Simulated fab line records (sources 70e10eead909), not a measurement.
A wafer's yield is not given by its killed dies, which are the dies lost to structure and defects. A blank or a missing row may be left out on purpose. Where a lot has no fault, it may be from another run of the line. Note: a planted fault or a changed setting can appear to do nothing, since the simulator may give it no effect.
Shared-tool check || flow nand-harc || 11 lots, 32 wafers sampled

## REASON IT WAS OPENED
Flagged at NHARC_A_SLIT_INSPECT_11: reading raw-defect-count, on 1 of 11 lots. No-fault wafers: 55, standard deviation 29.
Rule: a lot is flagged in two cases, either no wafer of it has a number, or all its wafers with numbers fall more than 4 standard deviations from that mean. As for the other lots, they are considered sound.

{"lot": "L481", "measured": "day 20 07:09", "on": "defect-inspect-02", "raw-defect-count, wafer by wafer": "64 77 60", "flag": ""}
{"lot": "L484", "measured": "day 21 10:16", "on": "defect-inspect-01", "raw-defect-count, wafer by wafer": "74 65 77", "flag": ""}
{"lot": "L486", "measured": "day 22 00:41", "on": "defect-inspect-01", "raw-defect-count, wafer by wafer": "113 125 98", "flag": ""}
{"lot": "L490", "measured": "day 24 07:16", "on": "defect-inspect-01", "raw-defect-count, wafer by wafer": "334 338", "flag": "FLAGGED"}
{"lot": "L492", "measured": "day 24 17:27", "on": "defect-inspect-02", "raw-defect-count, wafer by wafer": "69 69 53", "flag": ""}
{"lot": "L497", "measured": "day 26 02:38", "on": "defect-inspect-01", "raw-defect-count, wafer by wafer": "18 11 21", "flag": ""}
{"lot": "L499", "measured": "day 27 12:59", "on": "defect-inspect-01", "raw-defect-count, wafer by wafer": "26 32 21", "flag": ""}
{"lot": "L500", "measured": "day 27 22:37", "on": "defect-inspect-02", "raw-defect-count, wafer by wafer": "54 67 63", "flag": ""}
{"lot": "L501", "measured": "day 28 07:50", "on": "defect-inspect-02", "raw-defect-count, wafer by wafer": "19 25 33", "flag": ""}
{"lot": "L502", "measured": "day 29 07:38", "on": "defect-inspect-01", "raw-defect-count, wafer by wafer": "13 9 12", "flag": ""}
{"lot": "L503", "measured": "day 29 12:18", "on": "defect-inspect-02", "raw-defect-count, wafer by wafer": "77 88 70", "flag": ""}
On average the flagged lots' numbers are 336, which is +281 against the usual, or +10 standard deviations.

## WHICH TOOL RAN EACH LOT
3 process steps preceding the reading are held in the record, out of 1302 steps in the route. Cell contents, in order: the tool; ch with the chambers the sampled wafers went through; the start.
{"lot": "L481", "flag": "", "NHARC_A_SGD_CUT_ETCH_15": "rie-diel-10 ch 1,2,3, day 20 00:38 or earlier", "NHARC_A_SLIT_DEP_25": "pecvd-03 ch 1,2, day 20 00:38", "NHARC_A_SLIT_DEP_23": "pecvd-03 ch 1,2, day 20 06:23"}
{"lot": "L484", "flag": "", "NHARC_A_SGD_CUT_ETCH_15": "rie-diel-13 ch 0,3, day 21 03:20 or earlier", "NHARC_A_SLIT_DEP_25": "pecvd-03 ch 1,2, day 21 03:20", "NHARC_A_SLIT_DEP_23": "pecvd-03 ch 1,2, day 21 09:35"}
{"lot": "L486", "flag": "", "NHARC_A_SGD_CUT_ETCH_15": "rie-diel-05 ch 1,2,3, day 21 17:11 or earlier", "NHARC_A_SLIT_DEP_25": "pecvd-02 ch 1,2, day 21 17:11", "NHARC_A_SLIT_DEP_23": "pecvd-02 ch 1,2, day 21 23:53"}
{"lot": "L490", "flag": "FLAGGED", "NHARC_A_SGD_CUT_ETCH_15": "rie-diel-10 ch 1, day 24 02:31 or earlier", "NHARC_A_SLIT_DEP_25": "pecvd-02 ch 2, day 24 02:31", "NHARC_A_SLIT_DEP_23": "pecvd-02 ch 2, day 24 06:36"}
{"lot": "L492", "flag": "", "NHARC_A_SGD_CUT_ETCH_15": "rie-diel-10 ch 0,1,3, day 24 12:35 or earlier", "NHARC_A_SLIT_DEP_25": "pecvd-03 ch 0,2, day 24 12:35", "NHARC_A_SLIT_DEP_23": "pecvd-03 ch 0,2, day 24 16:41"}
{"lot": "L497", "flag": "", "NHARC_A_SGD_CUT_ETCH_15": "rie-diel-13 ch 0,2, day 25 20:47 or earlier", "NHARC_A_SLIT_DEP_25": "pecvd-03 ch 1,2, day 25 20:47", "NHARC_A_SLIT_DEP_23": "pecvd-04 ch 1,2, day 26 01:50"}
{"lot": "L499", "flag": "", "NHARC_A_SGD_CUT_ETCH_15": "rie-diel-13 ch 0,1,3, day 27 07:26 or earlier", "NHARC_A_SLIT_DEP_25": "pecvd-03 ch 0,1,2, day 27 07:26", "NHARC_A_SLIT_DEP_23": "pecvd-03 ch 0,1,2, day 27 12:11"}
{"lot": "L500", "flag": "", "NHARC_A_SGD_CUT_ETCH_15": "rie-diel-10 ch 0,2,3, day 27 16:45 or earlier", "NHARC_A_SLIT_DEP_25": "pecvd-03 ch 0,2, day 27 16:45", "NHARC_A_SLIT_DEP_23": "pecvd-04 ch 0,2, day 27 22:00"}
{"lot": "L501", "flag": "", "NHARC_A_SGD_CUT_ETCH_15": "rie-diel-10 ch 2,3, day 28 02:43 or earlier", "NHARC_A_SLIT_DEP_25": "pecvd-04 ch 0,1, day 28 02:43", "NHARC_A_SLIT_DEP_23": "pecvd-02 ch 0,1,2, day 28 07:04"}
{"lot": "L502", "flag": "", "NHARC_A_SGD_CUT_ETCH_15": "rie-diel-10 ch 0,2,3, day 28 22:36 or earlier", "NHARC_A_SLIT_DEP_25": "pecvd-02 ch 0,2, day 28 22:36", "NHARC_A_SLIT_DEP_23": "pecvd-03 ch 0,1,2, day 29 06:59"}
{"lot": "L503", "flag": "", "NHARC_A_SGD_CUT_ETCH_15": "rie-diel-10 ch 0,1,2, day 29 07:25 or earlier", "NHARC_A_SLIT_DEP_25": "pecvd-04 ch 0,1,2, day 29 07:25", "NHARC_A_SLIT_DEP_23": "pecvd-02 ch 0,1,2, day 29 11:30"}
What the steps here do:
- NHARC_A_SGD_CUT_ETCH_15: etches the open film in CH3F/O2, target depth 75 nm, time 64.3 s.
- NHARC_A_SLIT_DEP_25: deposits SiO2, target thk 200 nm.
- NHARC_A_SLIT_DEP_23: deposits SiON, target thk 100 nm.
- NHARC_A_SLIT_INSPECT_11

## FLAGGED OVER TOTAL, TOOL BY TOOL (the gauges that took the reading come last)
{"step": "NHARC_A_SGD_CUT_ETCH_15", "tool": "rie-diel-05", "lots run": 1, "flagged": 0, "share of the flagged lots": "none", "sound lots run after its first flagged lot": "-"}
{"step": "NHARC_A_SGD_CUT_ETCH_15", "tool": "rie-diel-10", "lots run": 7, "flagged": 1, "share of the flagged lots": "all", "sound lots run after its first flagged lot": "5 (L492,L500,L501,L502,L503)"}
{"step": "NHARC_A_SGD_CUT_ETCH_15", "tool": "rie-diel-13", "lots run": 3, "flagged": 0, "share of the flagged lots": "none", "sound lots run after its first flagged lot": "-"}
{"step": "NHARC_A_SLIT_DEP_25", "tool": "pecvd-02", "lots run": 3, "flagged": 1, "share of the flagged lots": "all", "sound lots run after its first flagged lot": "1 (L502)"}
{"step": "NHARC_A_SLIT_DEP_25", "tool": "pecvd-03", "lots run": 6, "flagged": 0, "share of the flagged lots": "none", "sound lots run after its first flagged lot": "-"}
{"step": "NHARC_A_SLIT_DEP_25", "tool": "pecvd-04", "lots run": 2, "flagged": 0, "share of the flagged lots": "none", "sound lots run after its first flagged lot": "-"}
{"step": "NHARC_A_SLIT_DEP_23", "tool": "pecvd-02", "lots run": 4, "flagged": 1, "share of the flagged lots": "all", "sound lots run after its first flagged lot": "2 (L501,L503)"}
{"step": "NHARC_A_SLIT_DEP_23", "tool": "pecvd-03", "lots run": 5, "flagged": 0, "share of the flagged lots": "none", "sound lots run after its first flagged lot": "-"}
{"step": "NHARC_A_SLIT_DEP_23", "tool": "pecvd-04", "lots run": 2, "flagged": 0, "share of the flagged lots": "none", "sound lots run after its first flagged lot": "-"}
{"step": "NHARC_A_SLIT_INSPECT_11", "tool": "defect-inspect-01", "lots run": 6, "flagged": 1, "share of the flagged lots": "all", "sound lots run after its first flagged lot": "3 (L497,L499,L502)"}
{"step": "NHARC_A_SLIT_INSPECT_11", "tool": "defect-inspect-02", "lots run": 5, "flagged": 0, "share of the flagged lots": "none", "sound lots run after its first flagged lot": "-"}
NHARC_A_SGD_CUT_ETCH_15 gives no start for some lots, so the hours and the order of its lots are those of NHARC_A_SLIT_DEP_25.

## WHAT THE TABLE PERMITS
4 rows of the table ran every flagged lot: rie-diel-10 at NHARC_A_SGD_CUT_ETCH_15, pecvd-02 at NHARC_A_SLIT_DEP_25, pecvd-02 at NHARC_A_SLIT_DEP_23, defect-inspect-01 at NHARC_A_SLIT_INSPECT_11.
- rie-diel-10 at NHARC_A_SGD_CUT_ETCH_15: 1 of its 7 lots flagged. Sound lots followed the first flagged one (L492, L500, L501, L502, L503) on it, something a lasting fault affecting the whole tool could not allow.
- pecvd-02 at NHARC_A_SLIT_DEP_25: 1 of its 3 lots flagged. Sound lots followed the first flagged one (L502) on it, something a lasting fault affecting the whole tool could not allow.
- pecvd-02 at NHARC_A_SLIT_DEP_23: 1 of its 4 lots flagged. Sound lots followed the first flagged one (L501, L503) on it, something a lasting fault affecting the whole tool could not allow.
- defect-inspect-01 at NHARC_A_SLIT_INSPECT_11: 1 of its 6 lots flagged. Sound lots followed the first flagged one (L497, L499, L502) on it, something a lasting fault affecting the whole tool could not allow.
There is no row in the table that ran each flagged lot and no sound lot after the first.

## WHAT WAS PUT IN BY THE SIMULATOR
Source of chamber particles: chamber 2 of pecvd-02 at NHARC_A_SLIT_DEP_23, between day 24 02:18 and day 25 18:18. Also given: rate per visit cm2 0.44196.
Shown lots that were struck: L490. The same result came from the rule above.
